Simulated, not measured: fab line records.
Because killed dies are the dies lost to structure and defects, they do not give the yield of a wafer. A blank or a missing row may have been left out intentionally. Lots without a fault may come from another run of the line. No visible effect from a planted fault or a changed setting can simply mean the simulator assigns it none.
Split-lot experiment | flow n5Finfet | on a route of 1938 steps: 7 lots, 21 wafers read

## THE SPLIT ITSELF
At N5_BEOL_M9_EXPOSE_08 (exposes mask M9), the setting doseMj was moved away from the recipe's 53.75 on 5 of the 21 wafers read, by -3.9% to +6.1%. All remaining wafers had this setting at the recipe value.

## FROM THE SPLIT TO THE READING: what the file shows between them, 15 steps
- N5_BEOL_M9_PEB_09: peb time 60 s
- N5_BEOL_M9_DEVELOP_10: develop time 30 s
- N5_BEOL_M9_CD_MEAS_11: target cd 64.1 nm
- N5_BEOL_M9_DESCUM_16: chemistry O2, time 7.9 s
- N5_BEOL_M9_ETCH_61: etches SiARC in CF4, target depth 39 nm, time 65 s
- N5_BEOL_M9_ETCH_62: etches SOC in N2/H2, target depth 110 nm, overetch 22 nm, time 165 s
- N5_BEOL_M9_STRIP_68: strips in N2/H2
- N5_BEOL_M9_STRIP_67: strips in CF4
- N5_BEOL_M9_HM_OPEN_17: chemistry Cl2/BCl3, target TiN, target depth 20 nm, overetch 6 nm
- N5_BEOL_M9_STRIP_19: strips in O2
- N5_BEOL_M9_CD_MEAS_18: pitch 140 nm, target cd 70 nm
- N5_BEOL_M9_COAT_63: time 60 s, resist thk 60 nm
- N5_BEOL_M9_COAT_64: time 60 s, resist thk 12 nm
- N5_BEOL_M9_PRECLEAN_42: cleans in residue remover, time 60 s
- N5_BEOL_M9_SRD_43: time 30 s

## THE READING
cdNm, in nm, at N5_BEOL_M9_CD_MEAS_35 (target cd 70 nm, target cd y 40 nm). A value of 69.8 nm with a standard deviation of 0.64 nm is what fault-free wafers of this fab line usually give.

wafer  | tool, chamber at the split | doseMj as run | against the recipe | cdNm, nm | against lot-mates on the recipe
L080.2 | arfiScanner-01, 0          | 53.75         | recipe             | 69.1     | -
L080.3 | arfiScanner-01, 0          | 53.75         | recipe             | 68.9     | -
L080.4 | arfiScanner-01, 0          | 53.75         | recipe             | 69.2     | -
L084.1 | arfiScanner-03, 0          | 53.75         | recipe             | 69.4     | -
L084.3 | arfiScanner-03, 0          | 53.75         | recipe             | 69.7     | -
L084.4 | arfiScanner-03, 0          | 53.75         | recipe             | 70.8     | -
L091.2 | arfiScanner-02, 0          | 53.75         | recipe             | 69.8     | -
L091.4 | arfiScanner-02, 0          | 55.11         | +2.5%              | 71.5     | +2.3
L091.6 | arfiScanner-02, 0          | 53.75         | recipe             | 68.6     | -
L093.1 | arfiScanner-03, 0          | 53.75         | recipe             | 69.9     | -
L093.3 | arfiScanner-03, 0          | 53.75         | recipe             | 70.0     | -
L093.5 | arfiScanner-03, 0          | 53.75         | recipe             | 69.8     | -
L095.1 | arfiScanner-03, 0          | 57.04         | +6.1%              | 72.8     | +2.7
L095.3 | arfiScanner-03, 0          | 53.75         | recipe             | 70.1     | -
L095.6 | arfiScanner-03, 0          | 57.04         | +6.1%              | 73.1     | +3.0
L096.1 | arfiScanner-02, 0          | 51.65         | -3.9%              | 67.0     | -2.5
L096.2 | arfiScanner-02, 0          | 51.65         | -3.9%              | 66.8     | -2.7
L096.4 | arfiScanner-02, 0          | 53.75         | recipe             | 69.5     | -
L097.1 | arfiScanner-01, 0          | 53.75         | recipe             | 69.6     | -
L097.2 | arfiScanner-01, 0          | 53.75         | recipe             | 70.1     | -
L097.3 | arfiScanner-01, 0          | 53.75         | recipe             | 70.2     | -

THE FIT
A straight line over all 21 wafers: cdNm changes by +0.598 nm for each +1% of doseMj; r = +0.94; the points scatter about the line by 0.53 nm.
The same after taking each lot's own level away (the mean of its wafers on the recipe; 21 wafers): +0.549 nm for each +1%; r = +0.95; scatter 0.45 nm.
The reading moves by 3.4 nm for the largest change in doseMj, on that fit.
The span of the lots' own levels, 69.07 to 70.10 nm, comes to 1.6 times the standard deviation stated above.
Hence the lot-to-lot level has little effect on the slope; both slopes agree.
Check: with one of the wafers moved furthest among these (+6.1%) left out of the fit, the line predicts +3.64 nm for it against its lot-mates. Against them it came out at +2.7 nm.

## THE WHOLE CHAIN: every reading that the file lists as answering this split, in the file's order
step                  | what it does                                                      | reading                                                             | change (the file's fit)               | r (the file's)
N5_BEOL_M9_CD_MEAS_11 | target cd 64.1 nm                                                 | cdNm                                                                | +0.585 nm for each +1% of the setting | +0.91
N5_BEOL_M9_ETCH_61    | etches SiARC in CF4, target depth 39 nm, time 65 s                | BEOL_M9.cdOffsetNm (the simulator's own value, which no gauge read) | +0.556 nm for each +1% of the setting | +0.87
N5_BEOL_M9_HM_OPEN_17 | chemistry Cl2/BCl3, target TiN, target depth 20 nm, overetch 6 nm | BEOL_M9.cdOffsetNm (the simulator's own value, which no gauge read) | +0.588 nm for each +1% of the setting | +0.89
N5_BEOL_M9_CD_MEAS_18 | pitch 140 nm, target cd 70 nm                                     | cdNm                                                                | +0.6 nm for each +1% of the setting   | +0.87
N5_BEOL_M9_CD_MEAS_35 | target cd 70 nm, target cd y 40 nm                                | cdNm                                                                | +0.559 nm for each +1% of the setting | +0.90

## THE FILE'S OWN FIT
cdNm changes by +0.559 nm for each +1% of doseMj, r = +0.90.
